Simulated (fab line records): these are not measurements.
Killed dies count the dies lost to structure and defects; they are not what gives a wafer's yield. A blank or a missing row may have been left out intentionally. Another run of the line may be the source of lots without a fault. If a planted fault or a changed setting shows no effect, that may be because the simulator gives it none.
Code-filled problem report in 8D (eight disciplines) form	flow n5-finfet	the parts of the form that need people (team, actions taken, sign-off) are left out
Where a reading is given only as a bound, like >300, the bound stands for it, and a mean or a difference that rests on one is marked > or <: the true number lies beyond.

1. WHAT WENT WRONG
raw-defect-count at N5_ZERO_LAYER_INSPECT_20 reads a mean of 346 on 7 wafers of 4 lots; wafers without a fault read 43 with a standard deviation of 20. That puts it +15 standard deviations away from the usual mean.
The step: inspects for defects (darkfield).
Earliest sighting: wafer L670.2 on defect-inspect-02 at day 5 19:23. The record has a number at this step for 29 wafers belonging to 11 lots. Rule for "out" (also "out of limits"): further than 4 standard deviations from the usual mean. All remaining wafers that have a number are taken as sound.

2. WHAT IT IS, WHAT IT ISN'T
question	is	is not
which readings at this step	raw-defect-count	-
which lots	L670, L671, L672, L673	L654, L656, L659, L666, L668, L675, L676
which wafers of those lots	L670.2, L671.1, L671.3, L672.4, L672.5, L673.1, L673.6	L670.1
read on which gauges	defect-inspect-01, defect-inspect-02	-
when	from day 5 19:23	up to then (16 sound wafers); but 6 sound wafers of L675, L676 came after

3. THE SUSPECTS, EACH WITH WHAT RULES IT OUT
Counting: any tool at a process step up to the reading remains a suspect provided it ran every lot that is out. Sound lots after the first of them don't rule it out here, since some wafers of a struck lot are sound.
- ruled out: the gauge at N5_ZERO_LAYER_INSPECT_20. 2 gauges (defect-inspect-01, defect-inspect-02) read the wafers that are out.
- plasma-asher-02 at N5_ZERO_LAYER_STRIP_24 (strips in O2): kept. It processed each lot that is out (first: L670, day 5 19:02); up to then, its last sound lot is L668 (day 5 06:53).
- Within plasma-asher-02 at N5_ZERO_LAYER_STRIP_24, the wafers that are out were processed in chamber 1 and their sound lot-mates in chamber 0.
After counting, what remains is plasma-asher-02 at N5_ZERO_LAYER_STRIP_24.

4. THE CAUSE (what the simulator had put in)
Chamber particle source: plasma-asher-02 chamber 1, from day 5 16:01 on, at N5_ZERO_LAYER_STRIP_24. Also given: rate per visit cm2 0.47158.
After counting, this tool was the only one left.

5. THE CHAIN OF EFFECTS, in route order
One row per reading whose mean, taken over the struck wafers that have a number, lies over 3 standard deviations from the usual. Only readings whose record carries a usual standard deviation are examined. hours: median over the lots of the time between each lot's start at the first step of this table that gives one and its start at this step. sigmas: the change, counted in usual standard deviations.
hours	step	reading	usual	on struck wafers	change	sigmas
0	N5_ZERO_LAYER_INSPECT_20	raw-defect-count	43	346	+303	+15
0	N5_WELL_APT_INSPECT_10	raw-defect-count	2.0	>297	>+295	+99 or more
3	N5_WELL_APT_INSPECT_38	raw-defect-count	13	319	+306	+61
273	N5_PASSIVATION_PROBE_49	killed-at-front-end	38	97	+59	+5.4
273	N5_PASSIVATION_PROBE_49	killed-on-rim	13	29	+16	+3.9
Its process steps:
- N5_PASSIVATION_PROBE_49

6. WHAT WOULD HAVE CAUGHT IT SOONER
Counted from the fault's start at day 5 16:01, it took 3 hours until the first out-of-limits reading at a measuring or inspecting step in this record, taken at day 5 19:23.
Of the tool readings at N5_ZERO_LAYER_STRIP_24 for which the record gives a usual standard deviation, none was out on any struck wafer, so an alarm limit of 4 standard deviations on them would not have fired.
Of the lots that are out (4), L671, L672, L673 began N5_ZERO_LAYER_STRIP_24 on plasma-asher-02 after day 5 19:23. A hold on the tool at that time would have spared those 3.
